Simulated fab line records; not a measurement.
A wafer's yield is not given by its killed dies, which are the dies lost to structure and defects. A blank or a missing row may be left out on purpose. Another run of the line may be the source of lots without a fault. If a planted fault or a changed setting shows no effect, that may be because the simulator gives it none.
Matching of chambers + flow n5 finfet + N5_FIN_SAQP_HM_OPEN_73 on rie diel-04: 4 sister chambers
The step chemistry CHF3/O2, target SiO2, stops on a-Si, target depth 12 nm, time 16.8 s. 27 wafers are shown with their chamber, then 12 later ones without.

## WAFERS, EACH WITH ITS CHAMBER
| wafer  | chamber | drypump motor current A (A) | throttle valve pct (%) | showerhead plenum p Torr (Torr) |
|--------|---------|-----------------------------|------------------------|---------------------------------|
| L076.1 | 0       | 5.1                         | 19.15                  | 2.40                            |
| L076.3 | 3       | 5.8                         | 19.12                  | 2.28                            |
| L076.6 | 2       | 5.4                         | 18.46                  | 2.46                            |
| L077.1 | 3       | 5.9                         | 19.13                  | 2.28                            |
| L077.4 | 2       | 5.4                         | 18.46                  | 2.46                            |
| L077.5 | 3       | 5.9                         | 19.12                  | 2.28                            |
| L079.1 | 1       | 6.5                         | 19.02                  | 2.38                            |
| L079.4 | 3       | 5.9                         | 19.14                  | 2.28                            |
| L079.6 | 1       | 6.5                         | 19.03                  | 2.38                            |
| L081.1 | 2       | 5.4                         | 18.48                  | 2.45                            |
| L081.3 | 0       | 5.1                         | 19.16                  | 2.39                            |
| L081.6 | 0       | 5.1                         | 19.16                  | 2.39                            |
| L082.2 | 2       | 5.4                         | 18.47                  | 2.45                            |
| L082.4 | 0       | 5.1                         | 19.17                  | 2.39                            |
| L082.5 | 3       | 5.9                         | 19.13                  | 2.28                            |
| L085.1 | 3       | 5.9                         | 19.15                  | 2.27                            |
| L085.4 | 2       | 5.4                         | 18.47                  | 2.45                            |
| L085.5 | 0       | 5.1                         | 19.18                  | 2.39                            |
| L086.1 | 3       | 5.9                         | 19.16                  | 2.27                            |
| L086.2 | 0       | 5.1                         | 19.20                  | 2.39                            |
| L086.4 | 1       | 6.5                         | 19.03                  | 2.37                            |
| L089.1 | 2       | 5.4                         | 18.50                  | 2.45                            |
| L089.3 | 3       | 5.9                         | 19.17                  | 2.27                            |
| L089.4 | 0       | 5.1                         | 19.20                  | 2.39                            |
| L090.4 | 1       | 6.5                         | 19.05                  | 2.37                            |
| L090.5 | 2       | 5.4                         | 18.51                  | 2.45                            |
| L090.6 | 3       | 5.9                         | 19.17                  | 2.27                            |

SIGNATURES (means of the wafers above)
| reading                  | chamber 0 | chamber 1 | chamber 2 | chamber 3 | scatter within a chamber |
|--------------------------|-----------|-----------|-----------|-----------|--------------------------|
| drypump motor current A  | 5.100     | 6.500     | 5.400     | 5.889     | 0.0197                   |
| throttle valve pct       | 19.1743   | 19.0325   | 18.4786   | 19.1433   | 0.019                    |
| showerhead plenum p Torr | 2.3914    | 2.3750    | 2.4529    | 2.2756    | 0.00489                  |
Rule: for a wafer and a chamber, the distance is found by dividing, reading by reading, the gap between the wafer's reading and the chamber's mean by the reading's scatter, squaring, summing and taking the root. The wafer belongs to the nearest chamber; if the next one is less than 2 further off, it can't be placed. The scatter: take each reading less its chamber's mean, square it, sum over the shown wafers, divide by the number of wafers less the number of chambers, and take the root.

## WAFERS WITHOUT THEIR CHAMBER
| wafer  | drypump motor current A (A) | throttle valve pct (%) | showerhead plenum p Torr (Torr) |
|--------|-----------------------------|------------------------|---------------------------------|
| L091.1 | 6.5                         | 19.06                  | 2.37                            |
| L091.2 | 5.1                         | 19.21                  | 2.39                            |
| L091.4 | 5.8                         | 19.17                  | 2.27                            |
| L092.4 | 5.4                         | 18.52                  | 2.44                            |
| L092.5 | 6.5                         | 19.05                  | 2.37                            |
| L092.6 | 5.1                         | 19.22                  | 2.39                            |
| L093.2 | 5.4                         | 18.51                  | 2.44                            |
| L093.3 | 5.1                         | 19.20                  | 2.38                            |
| L093.5 | 6.5                         | 19.07                  | 2.37                            |
| L094.1 | 6.5                         | 19.07                  | 2.37                            |
| L094.2 | 5.4                         | 18.51                  | 2.44                            |
| L094.3 | 5.1                         | 19.21                  | 2.38                            |

## CHAMBER TAKEN BY EACH
| wafer  | from the rows above | in truth |
|--------|---------------------|----------|
| L091.1 | 1                   | 1        |
| L091.2 | 0                   | 0        |
| L091.4 | 3                   | 3        |
| L092.4 | 2                   | 2        |
| L092.5 | 1                   | 1        |
| L092.6 | 0                   | 0        |
| L093.2 | 2                   | 2        |
| L093.3 | 0                   | 0        |
| L093.5 | 1                   | 1        |
| L094.1 | 1                   | 1        |
| L094.2 | 2                   | 2        |
| L094.3 | 0                   | 0        |
Correctly placed: 12 of 12. Number that these rows cannot place: 0. Number placed wrongly: 0.
